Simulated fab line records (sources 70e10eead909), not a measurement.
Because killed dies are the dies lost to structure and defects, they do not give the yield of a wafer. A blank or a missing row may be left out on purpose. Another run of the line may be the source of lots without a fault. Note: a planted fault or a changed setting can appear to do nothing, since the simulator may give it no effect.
fab line records | flow nandHarc
record lots=15 wafers=45 lastDay=34
route steps=1302 shown A_CONTACT@1079
lots that met no fault: from a run of the same line without faults
startH: start of the lot's first displayed wafer, in hours after the record's first day | waitH: time in hours since the lot's previous step | " repeats the value in the row above | L1.1+2: several wafers, shown together as one row | - no value present, or no start provided | * or withheld: withheld | < > ~ a bound
route shown NAME@n: names a module that has steps shown in the file, with the first one's number in the route | usual: mean/standard deviation taken from wafers without a fault | same: alike in all rows | chamber/n: place in a boat | sites: per-site readings | _std_site: standard deviation across them | _edge_site: inner sites' mean taken away from outer sites' mean | radiusMm: how far each site lies from the wafer's centre | mask NAME#n: copy n | behind: the most recent tool/chamber to have shaped the wafer | hold: cause of the lot's hold/its duration in hours/its outcome | device: the n, p or np transistor that did not switch | end of line: tests run on the same wafers once the route is complete | step lacking rows: just its recipe | killed: at the first sort, the dies lost to defects and structure; wafer yield is something else | map: per-die view of a wafer (x killed, . not killed, _ where there is no die)
set.NAME: the run value of the setting; set.NAME@STEP: its run value at that earlier step | model.NAME: the simulator's own value behind a step, which no gauge read
route steps across a sampled set of lots; one table per step, one row per wafer
services: the hour from which a tool's chamber was out of use, counted from the record's first day as startH (under 0 if before that day), plus the number of hours and why
## steps
# step NHARC_A_CONTACT_OVL_MEAS_09
# usual overlayXNm=0.1/0.65 overlayYNm=0.0/0.7
# columns lot.wafer tool chamber startH waitH overlayXNm overlayYNm
L760.4 overlay-02 - 513.90 - 1.0 0.0
L760.5 " - " " 1.3 0.3
L760.6 " - " " 1.4 -0.1
L761.2 overlay-01 - 519.04 - 0.5 0.2
L761.3 " - " " 0.7 0.0
L761.5 " - " " 0.6 -0.1
L762.2 overlay-01 - 520.90 - 0.3 0.7
L762.4 " - " " 0.6 1.9
L762.5 " - " " 1.0 1.1
L765.1 overlay-02 - 545.59 - -0.4 0.3
L765.2 " - " " -0.4 0.6
L765.4 " - " " 0.1 0.4
L763.1 overlay-02 - 547.33 - -0.2 -0.1
L763.2 " - " " -0.1 0.5
L763.3 " - " " -0.5 -0.3
L764.1 overlay-02 - 552.58 - 0.5 0.9
L764.3 " - " " 0.2 1.3
L764.4 " - " " 0.4 1.5
L766.1 overlay-01 - 552.81 - -0.4 -0.6
L766.3 " - " " -0.8 -0.5
L766.5 " - " " 0.1 -1.0
L767.1 overlay-01 - 577.74 - 1.4 -0.7
L767.3 " - " " 1.3 -0.7
L767.4 " - " " 1.0 -0.2
L768.1 overlay-01 - 579.72 - -0.1 -0.2
L768.3 " - " " -0.1 -0.3
L768.6 " - " " -0.3 0.0
L773.2 overlay-02 - 641.60 - -0.2 0.7
L773.5 " - " " -0.3 0.6
L773.6 " - " " 0.7 0.2
L775.2 overlay-02 - 651.16 - -0.3 0.8
L775.4 " - " " -0.6 1.0
L775.5 " - " " -0.8 1.1
L774.2 overlay-02 - 654.81 - 1.0 0.2
L774.4 " - " " 1.2 0.6
L774.5 " - " " 0.8 -0.2
L781.2 overlay-01 - 724.91 - 0.9 0.1
L781.4 " - " " 1.2 -0.5
L781.6 " - " " 1.3 -0.4
L783.2 overlay-01 - 739.98 - 0.5 -0.3
L783.4 " - " " 1.0 0.0
L783.6 " - " " 0.6 -0.8
L782.1 overlay-01 - 764.58 - -0.8 0.0
L782.2 " - " " -0.8 0.3
L782.3 " - " " -0.4 0.3
# step NHARC_A_CONTACT_DESCUM_13
# recipe timeS=3 o2FlowSccm=200 arFlowSccm=0 biasPowerW=0 chemistry=O2
# usual drypumpMotorCurrentA=5.8/0.34 oesProductAu=0.999/0.0068 rfVppV=57.9/0.88 showerheadPlenumPTorr=1.93/0.085 throttleValvePct=11.312/0.0097
# columns lot.wafer tool chamber startH waitH drypumpMotorCurrentA oesProductAu rfHoursCounterH rfVppV showerheadPlenumPTorr throttleValvePct
L760.4 rieDiel-08 1 514.01 0.1 6.1 1.005 24 57.5 1.84 11.316
L760.6 " 3 " " 5.9 0.995 - 57.4 2.00 11.303
L760.5 " 0 " " 6.0 0.993 - 59.4 1.97 11.313
L761.3 rieDiel-08 2 519.15 0.1 5.6 0.997 23 57.5 2.01 11.321
L761.2 " 0 " " 6.0 1.000 24 59.2 1.97 11.332
L761.5 " 2 " " 5.6 1.007 - 57.6 2.01 11.309
L762.4 rieDiel-01 3 521.00 0.1 5.9 0.998 44 57.3 1.80 11.316
L762.2 " 0 " " 5.3 1.003 49 58.0 1.86 11.320
L762.5 " 3 " " 5.9 1.004 - 58.5 1.80 11.308
L765.4 rieDiel-01 1 545.69 0.1 5.4 0.996 53 58.1 1.90 11.300
L765.1 " 2 " " 5.8 1.008 45 58.9 2.04 11.306
L765.2 " 3 " " 5.9 1.009 53 57.6 1.80 11.308
L763.1 rieDiel-09 3 547.80 0.4 6.4 1.001 11 58.6 1.91 11.306
L763.3 " 0 " " 6.0 0.996 12 57.2 1.78 11.322
L763.2 " 1 " " 4.7 1.015 12 60.8 1.92 11.308
L764.1 rieDiel-01 1 552.73 0.1 5.4 1.010 55 59.2 1.90 11.304
L764.4 " 2 " " 5.7 1.008 47 58.2 2.04 11.305
L764.3 " 3 " " 5.8 0.998 57 56.5 1.79 11.305
L766.3 rieDiel-01 2 552.91 0.1 5.7 0.997 47 58.2 2.04 11.316
L766.1 " 3 " " 5.8 0.999 57 56.1 1.80 11.322
L766.5 " 3 " " 5.9 0.998 - 58.3 1.79 11.314
L767.4 rieDiel-09 3 577.85 0.1 6.5 0.997 23 57.5 1.91 11.324
L767.1 " 0 " " 6.0 0.993 25 57.4 1.78 11.314
L767.3 " 1 " " 4.7 0.990 27 58.5 1.92 11.294
L768.3 rieDiel-08 0 579.82 0.1 6.0 0.990 4 59.0 1.97 11.313
L768.1 " 2 " " 5.6 0.996 3 59.5 2.00 11.311
L768.6 " 1 " " 6.1 0.998 - 56.6 1.84 11.322
L773.2 rieDiel-09 0 641.72 0.1 6.0 1.004 43 56.4 1.77 11.306
L773.6 " 1 " " 4.7 0.999 - 58.8 1.91 11.315
L773.5 " 2 " " 6.1 1.000 - 57.9 2.04 11.298
L775.4 rieDiel-01 1 651.26 0.1 5.5 0.990 26 58.6 1.89 11.319
L775.2 " 3 " " 5.8 1.001 21 57.4 1.79 11.303
L775.5 " 0 " " 5.4 0.992 - 57.6 1.85 11.305
L774.4 rieDiel-01 3 654.91 0.1 5.8 1.002 23 56.3 1.79 11.307
L774.2 " 0 " " 5.4 1.003 25 57.4 1.85 11.319
L774.5 " 3 " " 5.8 1.006 - 58.5 1.79 11.309
L781.2 rieDiel-01 0 726.26 1.3 5.4 1.008 54 56.9 1.84 11.309
L781.4 " 1 " " 5.5 0.999 56 58.0 1.88 11.317
L781.6 " 1 " " 5.4 0.995 - 57.4 1.88 11.300
L783.4 rieDiel-08 2 740.09 0.1 5.6 0.993 2 57.7 1.99 11.293
L783.2 " 3 " " 5.8 1.004 2 57.3 1.99 11.306
L783.6 " 0 " " 6.0 0.998 - 58.4 1.96 11.284
L782.3 rieDiel-09 3 764.68 0.1 6.4 0.986 29 56.5 1.89 11.313
L782.1 " 0 " " 6.0 1.005 20 58.7 2.07 11.314
L782.2 " 2 " " 6.1 0.996 27 58.1 2.03 11.315
# step NHARC_A_CONTACT_ETCH_138
# recipe sourceW=withheld pressureMtorr=20 biasV=1200 timeS=311 targetDepthA=19140 arFlowSccm=withheld c4f8FlowSccm=withheld o2FlowSccm=withheld chemistry=C4F8/O2/Ar
# columns lot.wafer tool chamber startH waitH rfHoursCounterH
L760.4 harCapEtch-01 0 516.27 0.2 -
L760.6 " 1 " " -
L760.5 " 0 " " -
L761.2 harCapEtch-02 0 521.33 0.2 91
L761.3 " 0 " " -
L761.5 " 0 " " -
L762.2 harCapEtch-03 1 523.84 0.3 47
L762.4 " 1 " " -
L762.5 " 0 " " -
L763.1 harCapEtch-01 0 550.22 0.2 9
L763.2 " 1 " " 9
L763.3 " 1 " " -
L765.2 harCapEtch-03 0 551.05 0.2 53
L765.1 " 1 " " 53
L765.4 " 1 " " -
L764.1 harCapEtch-02 1 555.08 0.2 98
L764.4 " 1 " " -
L764.3 " 0 " " -
L766.1 harCapEtch-01 1 555.47 0.2 10
L766.3 " 1 " " -
L766.5 " 1 " " -
L767.1 harCapEtch-01 1 580.28 0.2 13
L767.3 " 0 " " -
L767.4 " 1 " " -
L768.1 harCapEtch-03 1 581.97 0.2 58
L768.3 " 0 " " -
L768.6 " 0 " " -
L773.2 harCapEtch-01 0 643.87 0.2 24
L773.6 " 1 " " -
L773.5 " 0 " " -
L775.2 harCapEtch-01 0 653.53 0.2 25
L775.4 " 0 " " -
L775.5 " 1 " " -
L774.2 harCapEtch-03 0 657.09 0.2 70
L774.4 " 1 " " -
L774.5 " 1 " " -
L781.2 harCapEtch-01 0 728.87 0.2 35
L781.4 " 0 " " -
L781.6 " 0 " " -
L783.2 harCapEtch-03 0 742.21 0.2 85
L783.4 " 1 " " -
L783.6 " 0 " " -
L782.2 harCapEtch-01 1 767.14 0.3 48
L782.1 " 0 " " 48
L782.3 " 1 " " -
# step NHARC_A_CONTACT_CVD_19
# recipe targetThkA=3000 tempC=300 pressureTorr=40 wf6FlowSccm=40 h2FlowSccm=1600 arFlowSccm=1560 timeS=802 material=W
# usual chamberPressureTorr=40.00/0.08 heaterPowerOuterW=245/13 heaterPowerW=447/36 throttleValvePct=8.1/0.32
# columns lot.wafer tool chamber startH waitH chamberPressureTorr heaterPowerOuterW heaterPowerW throttleValvePct
L760.4 cvdW-01 1 518.68 - 39.95 227 392 8.1
L760.6 " 1 " " 39.96 237 388 7.9
L760.5 " 0 " " 39.85 264 481 8.2
L761.2 cvdW-01 1 523.47 - 39.97 233 391 7.9
L761.3 " 1 " " 40.07 235 397 7.8
L761.5 " 1 " " 40.02 237 388 8.0
L762.2 cvdW-01 1 526.45 0.4 40.06 229 404 8.0
L762.4 " 0 " " 40.03 262 469 7.9
L762.5 " 1 " " 40.12 229 387 8.0
L763.2 cvdW-02 0 552.43 - 39.92 248 455 7.8
L763.1 " 1 " " 40.07 240 437 8.5
L763.3 " 0 " " 39.95 248 463 7.7
L765.1 cvdW-02 0 553.47 - 40.08 253 461 8.0
L765.2 " 1 " " 39.96 240 456 8.5
L765.4 " 1 " " 40.01 246 446 8.5
L764.1 cvdW-02 1 557.28 - 40.01 247 454 8.6
L764.4 " 1 " " 40.00 246 451 8.4
L764.3 " 0 " " 40.08 255 450 7.7
L766.1 cvdW-02 1 558.44 - 40.07 245 444 8.6
L766.3 " 1 " " 39.92 238 449 8.8
L766.5 " 0 " " 39.98 255 455 7.8
L767.1 cvdW-01 1 582.54 - 40.24 223 394 7.8
L767.4 " 1 " " 40.02 224 383 7.7
L767.3 " 0 " " 40.01 254 469 8.2
L768.1 cvdW-01 0 584.29 - 40.00 250 475 7.7
L768.3 " 0 " " 39.97 252 482 8.1
L768.6 " 1 " " 40.01 220 381 7.8
L773.2 cvdW-02 1 646.19 - - - - -
L773.6 " 0 " " - - - -
L773.5 " 1 " " - - - -
L775.2 cvdW-02 0 655.96 - - - - -
L775.4 " 1 " " - - - -
L775.5 " 1 " " - - - -
L774.2 cvdW-02 0 659.39 - - - - -
L774.4 " 0 " " - - - -
L774.5 " 1 " " - - - -
L781.2 cvdW-01 1 731.19 - 40.01 227 387 7.7
L781.4 " 1 " " 39.94 227 394 7.8
L781.6 " 1 " " 39.95 227 379 7.4
L783.2 cvdW-02 0 745.24 - 40.09 260 479 8.2
L783.4 " 0 " " 40.04 259 483 8.1
L783.6 " 0 " " 39.95 266 479 8.0
L782.1 cvdW-01 1 769.51 - 39.98 239 411 7.7
L782.2 " 0 " " 40.03 265 495 8.2
L782.3 " 0 " " 40.03 261 502 8.4
# step NHARC_A_CONTACT_CMP_20
# recipe tOverpolishS=30 targetThkNm=300
# usual motorCurrentA=12.7/0.91 overpolishRunS=30.000/0.0085 timeToEndpointS=59.4/2.6
# columns lot.wafer tool chamber startH waitH motorCurrentA overpolishRunS timeToEndpointS
L760.4 cmp-02 1 519.39 0.6 12.5 29.991 59.5
L760.6 " 2 " " 13.8 29.987 57.4
L760.5 " 3 " " 11.8 30.003 58.5
L761.3 cmp-04 3 524.39 0.5 12.7 30.009 60.9
L761.2 " 1 " " 13.3 29.999 59.3
L761.5 " 3 " " 12.8 29.997 57.8
L762.2 cmp-04 3 527.21 0.6 13.2 29.993 58.6
L762.4 " 0 " " 13.5 29.999 60.9
L762.5 " 0 " " 13.2 30.008 57.9
L763.1 cmp-04 1 553.31 0.6 13.0 29.990 58.8
L763.2 " 2 " " 13.7 30.012 57.2
L763.3 " 3 " " 13.1 29.999 57.9
L765.4 cmp-02 2 554.35 0.4 13.1 29.997 61.2
L765.1 " 3 " " 11.5 30.000 58.4
L765.2 " 1 " " 12.1 30.000 59.7
L764.1 cmp-03 3 558.15 0.8 12.9 29.998 61.9
L764.4 " 0 " " 11.9 29.998 61.0
L764.3 " 2 " " 14.1 30.017 60.6
L766.3 cmp-02 0 559.39 0.6 11.0 30.008 60.5
L766.1 " 1 " " 12.4 29.985 59.7
L766.5 " 3 " " 11.9 29.988 60.2
L767.4 cmp-04 1 583.42 0.5 12.6 30.003 54.0
L767.3 " 3 " " 13.1 29.995 56.4
L767.1 " 0 " " 13.6 29.999 55.3
L768.3 cmp-03 2 585.08 0.4 14.6 29.994 59.9
L768.1 " 3 " " 12.2 30.015 60.2
L768.6 " 1 " " 11.1 30.001 59.0
L773.2 cmp-02 1 647.03 0.7 11.8 30.005 0.9
L773.5 " 2 " " 13.1 30.003 2.1
L773.6 " 3 " " 12.0 29.983 2.0
L775.2 cmp-04 2 656.73 0.6 13.7 30.004 0.0
L775.4 " 3 " " 12.9 29.983 0.0
L775.5 " 2 " " 13.9 30.006 0.0
L774.2 cmp-04 2 660.16 0.7 12.8 29.993 0.0
L774.4 " 3 " " 12.8 30.012 0.0
L774.5 " 2 " " 14.2 30.002 0.0
L781.4 cmp-03 0 731.97 0.4 11.9 29.999 62.4
L781.2 " 2 " " 14.2 29.984 61.5
L781.6 " 0 " " 11.9 29.995 61.6
L783.4 cmp-02 0 746.00 0.4 11.2 29.997 55.1
L783.2 " 2 " " 13.5 29.991 54.3
L783.6 " 0 " " 11.9 30.009 57.3
L782.1 cmp-04 0 770.38 0.8 12.2 29.992 59.0
L782.2 " 1 " " 12.3 29.994 59.8
L782.3 " 2 " " 13.8 29.985 58.1
## services
# columns tool chamber startH hours kind
harCapEtch-01 - 497.00 17.0 pm
cmp-02 - 511.17 1.7 repair
cmp-04 - 518.18 4.0 pm
cvdW-01 - 520.22 0.6 repair
cmp-02 - 520.25 0.9 repair
cmp-02 - 526.50 4.0 pm
cvdW-02 0 547.44 1.5 repair
cvdW-01 - 551.37 13.0 pm
rieDiel-01 - 561.14 9.0 pm
cvdW-02 1 577.95 7.3 repair
cmp-02 - 583.45 1.9 repair
harCapEtch-03 - 583.84 0.6 repair
cmp-04 - 616.18 4.0 pm
rieDiel-01 3 618.65 3.9 repair
cvdW-02 - 631.39 13.0 pm
rieDiel-01 - 682.16 0.1 repair
cmp-04 - 694.11 3.6 repair
cvdW-02 0 706.60 4.0 repair
cmp-04 - 714.18 4.0 pm
cmp-04 - 720.23 0.6 repair
cvdW-01 - 732.37 13.0 pm
rieDiel-01 - 738.14 9.0 pm
rieDiel-01 1 750.67 5.0 repair
cvdW-02 - 751.70 1.1 repair
## key
firstSign step=NHARC_A_CONTACT_CVD_19 reading=toolRecord direction=missing
effect step=NHARC_A_CONTACT_CMP_20 reading=timeToEndpointS direction=down sigmas=23 usual=* struck=*
metAt NHARC_A_CONTACT_CVD_19
struckLots L773,L774,L775
laterRowsLeftOut L773.2,L773.5,L773.6,L774.2,L774.4,L774.5,L775.2,L775.4,L775.5
sortLeftOut L773.2,L773.5,L773.6,L774.2,L774.4,L774.5,L775.2,L775.4,L775.5
testerLeftOut L773,L774,L775
notActingAt NHARC_A_CONTACT_OVL_MEAS_09,NHARC_A_CONTACT_DESCUM_13,NHARC_A_CONTACT_ETCH_138
onsetBetween 558.44 646.19
fault kind=skippedStepWhole tool=cvdW-02 chamber=- onsetH=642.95 steps=NHARC_A_CONTACT_CVD_19 scope=struckLotsOnly
# testerLeftOut: of these lots the tester's yield and bins aren't shown, on N5 and GAA mostly nor the transistor test; their killed dies are dies lost to structure and defects alone, not to doping, threshold or leakage, so they don't give the yield
# sortLeftOut: the simulated sort isn't trusted on such a fault, so these wafers' sort isn't shown, and their yield isn't known
# laterRowsLeftOut: the simulator's readings of these wafers behind a module that went badly wrong aren't trusted and aren't shown, but for the sort
